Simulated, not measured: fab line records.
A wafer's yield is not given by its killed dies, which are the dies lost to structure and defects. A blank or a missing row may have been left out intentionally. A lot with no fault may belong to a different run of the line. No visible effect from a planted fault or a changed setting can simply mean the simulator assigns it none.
fab line records ; flow n5Finfet
record lots=10; wafers=30; lastDay=17
route steps=1938 shown BEOL_M0_SAQP@669 BEOL_M0_CUTY@709 BEOL_M4@1111 PASSIVATION@1936
lots with no fault: from the same line, run without faults
startH: hours from the record's opening day to when the first of the lot's shown wafers began ; waitH: hours elapsed since this lot's preceding step ; " the same as in the row above ; L1.1+2: one row covering several wafers at once ; - no value, or no start was given ; * or withheld: withheld ; < > ~ a bound
route shown NAME@n: a module of which the file shows steps, and the number in the route of the first ; usual: average and standard deviation across the fault-free wafers ; same: alike in all rows ; chamber/n: place in a boat ; sites: readings site by site ; _std_site: their standard deviation ; _edge_site: the outer-site mean with the inner-site mean subtracted ; radiusMm: how far each site lies from the wafer's centre ; mask NAME#n: copy n ; behind: tool/chamber where the wafer was last shaped ; hold: reason for holding the lot/hours on hold/outcome of the hold ; device: names the non-switching transistor (n, p or np) ; end of line: tests run on the same wafers once the route is complete ; a step without rows: its recipe alone ; killed: dies lost to structure and defects at the first sort, not the wafer's yield ; map: a wafer's dies, marking killed ones x, the rest . and places with no die _
set.NAME: the setting that was run; set.NAME@STEP: the one run at that earlier step ; model.NAME: the simulator's own value behind a step, which no gauge read
steps of the route over a sample of lots; a table a step, a row a wafer
services: from which hour (startH, from the record's first day; less than 0 if before it) a tool's chamber was out of use, for how many hours, and why
## steps
# step N5_BEOL_M0_SAQP_MANDREL_ETCH_103
# recipe chemistry=HBr/Cl2; target=a-Si; targetDepthA=450; btTimeS=10; stopOn=SiCN; maskMaterial=SiO2; overEtchFrac=0.8; timeS=27; pressureMtorr=10; icpW=800; biasW=75; HBr_flow_sccm=150; Cl2_flow_sccm=80; ends=endPoint
# usual drypumpMotorCurrentA=5.7/0.5; oesProductAu=0.680/0.01; throttleValvePct=35.4/0.35
lot.wafer;tool;chamber;startH;waitH;drypumpMotorCurrentA;oesProductAu;rfHoursCounterH;throttleValvePct
L894.1;rieSi-06;3;114.05;0.0;4.9;0.670;164;35.6
L894.3;rieSi-06;2;114.05;0.0;6.2;0.667;11;35.3
L894.5;rieSi-06;2;114.05;0.0;6.2;0.670;-;35.3
L895.1;rieSi-04;1;124.42;0.0;5.1;0.686;192;35.2
L895.4;rieSi-04;3;124.42;0.0;4.9;0.676;54;35.8
L895.5;rieSi-04;0;124.42;0.0;5.6;0.677;-;35.6
L898.1;rieSi-01;2;141.38;0.0;6.0;0.674;56;35.7
L898.3;rieSi-01;0;141.38;0.0;5.7;0.690;138;35.1
L898.5;rieSi-01;3;141.38;0.0;5.7;0.668;-;35.6
L903.1;rieSi-04;3;175.29;0.0;4.9;0.669;55;35.8
L903.5;rieSi-04;3;175.29;0.0;4.9;0.670;-;35.8
L903.6;rieSi-04;0;175.29;0.0;5.6;0.672;-;35.5
L904.2;rieSi-06;2;180.22;0.0;6.2;0.666;12;35.3
L904.3;rieSi-06;1;180.22;0.0;6.7;0.679;24;35.6
L904.4;rieSi-06;1;180.22;0.0;6.7;0.676;-;35.6
L912.3;rieSi-04;1;226.10;0.0;5.1;0.690;1;34.7
L912.5;rieSi-04;3;226.10;0.0;4.9;0.687;-;35.8
L912.6;rieSi-04;2;226.10;0.0;5.8;0.700;-;35.5
L913.2;rieSi-04;2;229.13;0.0;5.8;0.678;5;35.6
L913.5;rieSi-04;2;229.13;0.0;5.8;0.689;-;35.6
L913.6;rieSi-04;3;229.13;0.0;4.9;0.672;-;35.8
L914.1;rieSi-01;2;235.96;0.0;6.0;0.673;58;35.6
L914.2;rieSi-01;0;235.96;0.0;5.6;0.695;140;35.1
L914.4;rieSi-01;3;235.96;0.0;5.7;0.673;31;35.6
L915.4;rieSi-01;3;242.11;0.0;5.7;0.666;31;35.6
L915.5;rieSi-01;1;242.11;0.0;5.5;0.677;-;34.6
L915.6;rieSi-01;2;242.11;0.0;6.0;0.681;-;35.6
L916.1;rieSi-04;0;250.75;0.0;5.6;0.674;127;35.5
L916.2;rieSi-04;2;250.75;0.0;5.7;0.692;5;35.5
L916.6;rieSi-04;3;250.75;0.0;4.9;0.681;-;35.8
# step N5_BEOL_M0_SAQP_CD_MEAS_40
# recipe targetCdNm=30; landingEnergyEv=500; detector=seInlens
# usual cdNm=30.03/0.25
lot.wafer;tool;chamber;startH;waitH;cdNm
L894.1;cdSem-02;0;115.94;-;30.09
L894.3;cdSem-02;0;115.94;-;29.91
L894.5;cdSem-02;0;115.94;-;29.93
L895.1;cdSem-03;0;126.79;-;29.80
L895.4;cdSem-03;0;126.79;-;29.94
L895.5;cdSem-03;0;126.79;-;29.88
L898.1;cdSem-02;0;143.45;-;30.07
L898.3;cdSem-02;0;143.45;-;30.03
L898.5;cdSem-02;0;143.45;-;29.76
L903.1;cdSem-03;0;177.30;-;30.38
L903.5;cdSem-03;0;177.30;-;29.98
L903.6;cdSem-03;0;177.30;-;30.00
L904.2;cdSem-02;0;186.46;-;30.29
L904.3;cdSem-02;0;186.46;-;30.51
L904.4;cdSem-02;0;186.46;-;30.21
L912.3;cdSem-01;0;228.44;-;30.44
L912.5;cdSem-01;0;228.44;-;30.27
L912.6;cdSem-01;0;228.44;-;30.18
L913.2;cdSem-01;0;231.14;-;30.00
L913.5;cdSem-01;0;231.14;-;30.44
L913.6;cdSem-01;0;231.14;-;30.35
L914.1;cdSem-01;0;237.97;-;29.58
L914.2;cdSem-01;0;237.97;-;30.20
L914.4;cdSem-01;0;237.97;-;30.21
L915.4;cdSem-03;0;244.37;-;29.92
L915.5;cdSem-03;0;244.37;-;29.84
L915.6;cdSem-03;0;244.37;-;30.01
L916.1;cdSem-02;0;253.07;-;30.27
L916.2;cdSem-02;0;253.07;-;29.98
L916.6;cdSem-02;0;253.07;-;29.54
# step N5_BEOL_M0_SAQP_ALD_48
# recipe material=SiO2; targetThkA=200; tempC=100; aldPrecursorFamily=BDEAS; aldCoReactant=O2-plasma; pulseTimeS=1; coReactantPulseTimeS=1; purgeTimeS=2; coReactantPurgeTimeS=2; aldCycles=139; pressureTorr=2
# usual aldCycles=139/0; chamberPressureTorr=2.001/0.004; heaterPowerW=80/8.4; precursorPulseHeightRel=1.000/0.019
lot.wafer;tool;chamber;startH;waitH;aldCycles;chamberPressureTorr;heaterPowerW;precursorPulseHeightRel
L894.1;aldSin-03;0;116.34;0.0;139;2.004;86;1.017
L894.3;aldSin-03;3;116.34;0.0;139;1.997;82;1.031
L894.5;aldSin-03;3;116.34;0.0;139;2.000;85;0.990
L895.1;aldSin-02;2;127.20;0.0;139;2.000;70;0.995
L895.4;aldSin-02;0;127.20;0.0;139;1.994;80;0.964
L895.5;aldSin-02;2;127.20;0.0;139;1.998;69;0.984
L898.1;aldSin-02;0;143.92;0.1;139;2.006;79;1.021
L898.3;aldSin-02;1;143.92;0.1;139;2.003;80;1.007
L898.5;aldSin-02;0;143.92;0.1;139;2.003;81;1.019
L903.1;aldSin-03;3;178.60;0.9;-;-;-;-
L903.5;aldSin-03;0;178.60;0.9;-;-;-;-
L903.6;aldSin-03;3;178.60;0.9;-;-;-;-
L904.2;aldSin-02;2;186.87;0.0;-;-;-;-
L904.3;aldSin-02;0;186.87;0.0;-;-;-;-
L904.4;aldSin-02;1;186.87;0.0;-;-;-;-
L912.3;aldSin-02;2;228.95;0.0;139;2.006;71;0.963
L912.5;aldSin-02;0;228.95;0.0;139;1.999;79;1.011
L912.6;aldSin-02;2;228.95;0.0;139;2.006;70;0.998
L913.2;aldSin-04;2;231.55;0.0;139;1.997;92;1.019
L913.5;aldSin-04;1;231.55;0.0;139;2.003;79;0.994
L913.6;aldSin-04;2;231.55;0.0;139;1.998;90;1.010
L914.1;aldSin-03;3;238.39;0.0;139;2.001;84;0.991
L914.2;aldSin-03;0;238.39;0.0;139;1.998;83;0.998
L914.4;aldSin-03;2;238.39;0.0;139;2.002;81;1.021
L915.4;aldSin-03;1;245.50;0.6;139;2.006;91;0.985
L915.5;aldSin-03;1;245.50;0.6;139;1.997;92;0.980
L915.6;aldSin-03;2;245.50;0.6;139;2.000;82;1.012
L916.1;aldSin-02;1;253.52;0.0;139;2.002;84;1.019
L916.2;aldSin-02;3;253.52;0.0;139;2.002;81;1.000
L916.6;aldSin-02;3;253.52;0.0;139;2.003;82;1.017
# step N5_BEOL_M0_CUTY_OVL_MEAS_58
# recipe pointsPerWafer=44
# usual M0_ABLK_OVL=0.7/0.91
lot.wafer;tool;chamber;startH;waitH;M0_ABLK_OVL[nm]
L894.1;overlay-01;0;117.27;0.0;2.3
L894.3;overlay-01;0;117.27;0.0;1.3
L894.5;overlay-01;0;117.27;0.0;2.0
L895.1;overlay-02;0;128.25;0.0;0.5
L895.4;overlay-02;0;128.25;0.0;1.2
L895.5;overlay-02;0;128.25;0.0;1.8
L898.1;overlay-02;0;144.84;0.0;-0.6
L898.3;overlay-02;0;144.84;0.0;-0.1
L898.5;overlay-02;0;144.84;0.0;-0.2
L912.3;overlay-01;0;230.00;0.0;-0.7
L912.5;overlay-01;0;230.00;0.0;-0.2
L912.6;overlay-01;0;230.00;0.0;-0.6
L913.2;overlay-02;0;232.47;0.0;0.0
L913.5;overlay-02;0;232.47;0.0;-0.5
L913.6;overlay-02;0;232.47;0.0;0.9
L914.1;overlay-02;0;239.44;0.0;0.1
L914.2;overlay-02;0;239.44;0.0;-0.3
L914.4;overlay-02;0;239.44;0.0;-0.4
L915.4;overlay-01;0;246.56;0.0;0.9
L915.5;overlay-01;0;246.56;0.0;1.0
L915.6;overlay-01;0;246.56;0.0;0.6
L916.1;overlay-02;0;254.75;0.0;-0.8
L916.2;overlay-02;0;254.75;0.0;0.8
L916.6;overlay-02;0;254.75;0.0;0.9
# step N5_BEOL_M4_RC_MEAS_101
# usual DIBL_N=35.8/1.6; DIBL_P=36.0/2.1; IOFF_N=0.153/0.026; IOFF_P=0.21/0.037; ION_N=673/11; ION_P=462/7.6; SS_N=71.4/0.53; SS_P=73.2/0.67; VT_N=250/3.2; VT_P=-250/3.7
lot.wafer;tool;chamber;startH;waitH;DIBL_N[mV/V];DIBL_P[mV/V];IOFF_N[nA/um];IOFF_P[nA/um];ION_N[uA/um];ION_P[uA/um];SS_N[mV/dec];SS_P[mV/dec];VT_N[mV];VT_P[mV]
L894.1;prober-02;0;177.41;0.0;35.3;36.1;0.139;0.18;670;453;71.1;73.2;252;-255
L894.3;prober-02;0;177.41;0.0;37.4;37.9;0.165;0.20;675;460;71.7;73.4;250;-250
L894.5;prober-02;0;177.41;0.0;35.5;35.7;0.137;0.18;673;456;71.6;72.4;253;-252
L895.1;prober-01;0;191.95;0.0;36.7;38.9;0.176;0.28;693;472;71.4;74.1;250;-243
L895.4;prober-01;0;191.95;0.0;37.7;40.2;0.201;0.32;682;477;72.1;74.1;246;-240
L895.5;prober-01;0;191.95;0.0;35.7;37.7;0.146;0.26;673;470;71.0;73.2;252;-244
L898.1;prober-02;0;198.55;0.0;34.5;35.5;0.142;0.20;675;468;71.3;72.8;251;-250
L898.3;prober-02;0;198.55;0.0;33.6;34.5;0.126;0.17;665;452;71.1;72.9;250;-254
L898.5;prober-02;0;198.55;0.0;33.7;34.1;0.124;0.17;670;447;71.2;72.5;252;-252
L913.2;prober-02;0;285.42;0.2;33.9;35.1;0.134;0.19;659;463;70.9;73.0;254;-250
L913.5;prober-02;0;285.42;0.2;35.2;36.3;0.168;0.23;673;466;71.8;73.2;248;-246
L913.6;prober-02;0;285.42;0.2;35.8;37.1;0.181;0.23;680;460;72.2;73.5;249;-246
L912.3;prober-01;0;289.61;0.3;36.5;36.6;0.159;0.20;669;459;71.4;73.7;253;-251
L912.5;prober-01;0;289.61;0.3;37.5;37.0;0.174;0.21;680;464;72.2;73.4;250;-249
L912.6;prober-01;0;289.61;0.3;34.7;35.0;0.136;0.18;661;460;70.6;72.9;253;-254
L914.1;prober-02;0;302.40;0.0;37.5;38.2;0.156;0.21;668;458;71.6;73.6;251;-251
L914.2;prober-02;0;302.40;0.0;38.3;39.0;0.157;0.24;672;469;71.8;74.3;252;-250
L914.4;prober-02;0;302.40;0.0;38.3;38.8;0.167;0.22;674;458;71.5;73.8;248;-249
L915.4;prober-01;0;302.60;0.5;33.2;32.0;0.110;0.15;664;457;70.9;71.6;256;-254
L915.5;prober-01;0;302.60;0.5;34.2;32.8;0.118;0.15;667;458;71.0;72.4;253;-256
L915.6;prober-01;0;302.60;0.5;37.3;37.4;0.188;0.24;685;467;71.0;73.3;246;-250
L916.1;prober-01;0;306.13;0.0;38.3;36.3;0.182;0.21;675;454;71.5;73.9;248;-251
L916.2;prober-01;0;306.13;0.0;34.6;32.5;0.124;0.17;668;456;71.3;72.6;254;-253
L916.6;prober-01;0;306.13;0.0;35.0;33.8;0.136;0.18;665;461;71.1;73.1;249;-253
# step N5_PASSIVATION_PROBE_49
# usual defectLimitedYield=91.3/1.5; killed_at_M0_to_M3=33/12; killed_at_M4_up=13/5.2; killedAtContacts=13/6.7; killedAtFrontEnd=40/11; killedAtOther=4.1/2.7; killedDies=103/17; killedOnRim=14/4.2; killedOpen=69/13; killedShort=33/8.4; sort_bin_5_function=5.1/1; sort_bin_6_memory=3.2/0.62; sortNPass=1077/17; sortYieldPct=91.3/1.5
# same grossDies=1180; killedAtBackSide=0; sort_bin_4_leakage[%]=0; sort_bin_8_speed[%]=0
lot.wafer;tool;chamber;startH;waitH;defectLimitedYield[%];killed_at_M0_to_M3;killed_at_M4_up;killedAtContacts;killedAtFrontEnd;killedAtOther;killedDies;killedOnRim;killedOpen;killedShort;sort_bin_5_function[%];sort_bin_6_memory[%];sortNPass;sortYieldPct[%]
L904.2;prober-01;-;358.59;0.8;0;1167;4;3;6;0;1180;152;10;3;71.9;3.4;0;0
L904.3;prober-01;-;358.64;0.8;0;1154;1;6;19;0;1180;152;22;12;73.6;2.7;0;0
L904.4;prober-01;-;358.69;0.9;0;1165;1;4;8;2;1180;152;13;4;74.9;2.5;0;0
L903.1;prober-01;-;364.47;0.0;0;1159;4;5;10;2;1180;152;21;7;71.7;3.0;0;0
L903.5;prober-01;-;364.67;0.2;0;1163;5;0;10;2;1180;152;16;9;76.4;2.5;0;0
L903.6;prober-01;-;364.72;0.3;0;1164;5;4;7;0;1180;152;19;5;72.9;3.6;0;0
# killed by level:class
L904.2 BEOL_M0_SAQP:lostPattern=1159 BEOL_M0_SAQP:areaAld=8 BEOL_M4:geometricParticle:open=4 FIN_SAQP:geometricParticle:open=2 MOL_CONTACT_COAG:geometricParticle:open=2 DUMMY_GATE:geometricParticle:open=1 SPACER0:geometricParticle:open=1 GATE_CUT:geometricParticle:short=1
L904.3 BEOL_M0_SAQP:lostPattern=1139 STI_FIN_REVEAL:geometricParticle:open=8 BEOL_M0_SAQP:areaAld=6 MOL_CONTACT_COAG:geometricParticle:open=3 MOL_CONTACT_COAG:geometricParticle:short=3 FIN_SAQP:geometricParticle:short=2 GATE_CUT:geometricParticle:short=2 BEOL_M1:geometricParticle:open=2
L904.4 BEOL_M0_SAQP:lostPattern=1155 BEOL_M0_SAQP:areaAld=8 MOL_CONTACT_COAG:geometricParticle:open=4 STI_FIN_REVEAL:geometricParticle:open=3 GATE_CUT:geometricParticle:short=2 BEOL_M2:geometricParticle:open=2 FIN_SAQP:geometricParticle:open=1 FIN_SAQP:geometricParticle:short=1
L903.1 BEOL_M0_SAQP:lostPattern=1147 BEOL_M0_SAQP:areaAld=4 FIN_SAQP:geometricParticle:open=3 MOL_CONTACT_COAG:geometricParticle:open=3 BEOL_M3:geometricParticle:open=3 FIN_SAQP:geometricParticle:short=2 STI_FIN_REVEAL:geometricParticle:open=2 MOL_CONTACT_COAG:geometricParticle:short=2
L903.5 BEOL_M0_SAQP:lostPattern=1147 BEOL_M0_SAQP:areaAld=8 STI_FIN_REVEAL:geometricParticle:open=5 FIN_SAQP:geometricParticle:short=2 BEOL_M1:geometricParticle:open=2 BEOL_M0_SAQP:geometricParticle:open=2 BEOL_M8:geometricParticle:open=2 FIN_SAQP:geometricParticle:open=1
L903.6 BEOL_M0_SAQP:lostPattern=1152 FIN_SAQP:geometricParticle:short=4 BEOL_M0_SAQP:areaAld=4 MOL_CONTACT_COAG:geometricParticle:open=3 BEOL_M1:geometricParticle:open=3 BEOL_M2:geometricParticle:open=3 BEOL_M5:geometricParticle:open=3 FIN_SAQP:geometricParticle:open=1
## services
tool;chamber;startH;hours;kind
aldSin-03;0;101.08;-;clean
aldSin-03;1;101.08;-;clean
aldSin-03;2;101.08;-;clean
aldSin-03;3;101.08;-;clean
rieSi-01;-;108.68;2.8;pm
rieSi-06;-;117.12;2.8;pm
rieSi-01;0;119.04;8.5;repair
rieSi-04;3;136.60;6.8;repair
rieSi-06;-;152.44;0.1;repair
rieSi-04;1;161.50;-;clean
rieSi-04;1;161.50;28.3;scheduledDown
rieSi-04;1;161.50;28.3;ventCycle
rieSi-04;-;165.98;2.8;pm
rieSi-06;3;174.94;22.7;repair
aldSin-04;-;176.81;14.0;pm
aldSin-04;0;176.81;14.0;ventCycle
aldSin-04;1;176.81;14.0;ventCycle
aldSin-04;2;176.81;14.0;ventCycle
aldSin-04;3;176.81;14.0;ventCycle
aldSin-02;-;177.32;6.1;pm
aldSin-04;0;190.81;-;clean
aldSin-04;1;190.81;-;clean
aldSin-02;3;216.87;14.5;repair
aldSin-04;2;244.46;1.8;repair
## key
firstSign step=N5_BEOL_M0_SAQP_ALD_48; reading=toolRecord; direction=missing
effect step=N5_PASSIVATION_PROBE_49; reading=killed_at_M0_to_M3; direction=up; sigmas=98; usual=33; struck=1162
metAt N5_BEOL_M0_SAQP_ALD_48
struckLots L903,L904
laterRowsLeftOut L903.1,L903.5,L903.6,L904.2,L904.3,L904.4
notActingAt N5_BEOL_M0_SAQP_MANDREL_ETCH_103,N5_BEOL_M0_SAQP_CD_MEAS_40,N5_BEOL_M0_CUTY_OVL_MEAS_58
onsetBetween 143.92 178.60
fault kind=skippedStepWhole; tool=aldSin-02,aldSin-03; chamber=-; onsetH=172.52; steps=N5_BEOL_M0_SAQP_ALD_48; scope=struckLotsOnly
# laterRowsLeftOut: the simulator's readings of these wafers behind a module that went badly wrong aren't trusted and aren't shown, but for the sort
